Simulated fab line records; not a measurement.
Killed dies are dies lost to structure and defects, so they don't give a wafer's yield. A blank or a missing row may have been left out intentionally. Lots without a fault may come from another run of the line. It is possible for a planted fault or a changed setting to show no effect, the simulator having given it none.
Matching of chambers -- flow n5-finfet -- N5_BEOL_M0_ETCH_128 on rie-diel-05: 4 sister chambers
The step etches SiCN in CF4/N2, target depth 12 nm, overetch 5.1 nm, time 21.4 s. 4 wafers are shown with their chamber, then 7 later ones without.

WAFERS PAIRED WITH THEIR CHAMBERS
wafer,chamber,showerhead-plenum-p-Torr (Torr)
L080.2,2,2.09
L089.4,3,2.19
L093.1,0,2.03
L093.3,1,2.36

WAFERS WHOSE CHAMBER IS MISSING
wafer,showerhead-plenum-p-Torr (Torr)
L093.4,2.18
L094.1,2.36
L094.3,2.35
L094.6,2.18
L097.1,2.02
L097.4,2.36
L097.6,2.35

WHICH CHAMBER EACH WENT THROUGH
wafer,from the rows above,in truth
L093.4,3,3
L094.1,1,1
L094.3,1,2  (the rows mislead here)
L094.6,3,3
L097.1,0,0
L097.4,1,1
L097.6,1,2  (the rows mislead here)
5 of 7 placed correctly. Can't be placed from these rows: 0. Placed wrongly: 2.
How it was worked out, from the rows above alone: a wafer's distance from a chamber is the root of the sum, over the readings, of the square of ((its reading less the chamber's mean) divided by the reading's scatter). If the next closest chamber is less than 2 further off than the closest, the wafer can't be placed; otherwise it belongs to the closest. For every chamber, the mean is computed from those of its wafers that are shown. The scatter: with one shown wafer a chamber, the root of the mean of the squares of how far each hidden wafer lies from its nearest shown one.
